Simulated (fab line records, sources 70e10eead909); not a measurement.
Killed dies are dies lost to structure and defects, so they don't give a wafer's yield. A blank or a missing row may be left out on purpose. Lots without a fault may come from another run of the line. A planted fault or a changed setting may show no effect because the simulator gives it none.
Chamber matching | flow nand_harc | NHARC_A_CONTACT_ETCH_90 on rie_diel-10: 4 sister chambers
The step etches the open film in CH3F/O2, target depth 40 nm, time 85.7 s. 4 wafers are shown with their chamber, then 12 later ones without.

WAFERS WITH THEIR CHAMBER
wafer  | chamber | showerhead_plenum_p_Torr (Torr)
L087.5 | 2       | 2.53
L088.4 | 1       | 2.44
L090.1 | 0       | 2.58
L090.5 | 3       | 2.60

WAFERS WITHOUT THEIR CHAMBER
wafer  | showerhead_plenum_p_Torr (Torr)
L089.1 | 2.58
L089.4 | 2.53
L089.5 | 2.53
L091.4 | 2.44
L091.5 | 2.60
L091.6 | 2.52
L095.1 | 2.58
L095.2 | 2.43
L095.3 | 2.60
L096.2 | 2.43
L096.5 | 2.43
L096.6 | 2.58

WHICH CHAMBER EACH WENT THROUGH
wafer  | from the rows above | in truth
L089.1 | 0                   | 0
L089.4 | 2                   | 2
L089.5 | 2                   | 2
L091.4 | 1                   | 1
L091.5 | 3                   | 3
L091.6 | 2                   | 2
L095.1 | 0                   | 0
L095.2 | 1                   | 1
L095.3 | 3                   | 3
L096.2 | 1                   | 1
L096.5 | 1                   | 1
L096.6 | 0                   | 0
Placed correctly: 12 of 12. Can't be placed from these rows: 0. Placed wrongly: 0.
How it was worked out, from the rows above alone: a wafer's distance from a chamber is the root of the sum, over the readings, of the square of ((its reading less the chamber's mean) divided by the reading's scatter). The wafer belongs to the nearest chamber; if the next one is less than 2 further off, it can't be placed. A chamber's mean is the mean of its shown wafers. The scatter: with one shown wafer a chamber, the root of the mean of the squares of how far each hidden wafer lies from its nearest shown one.
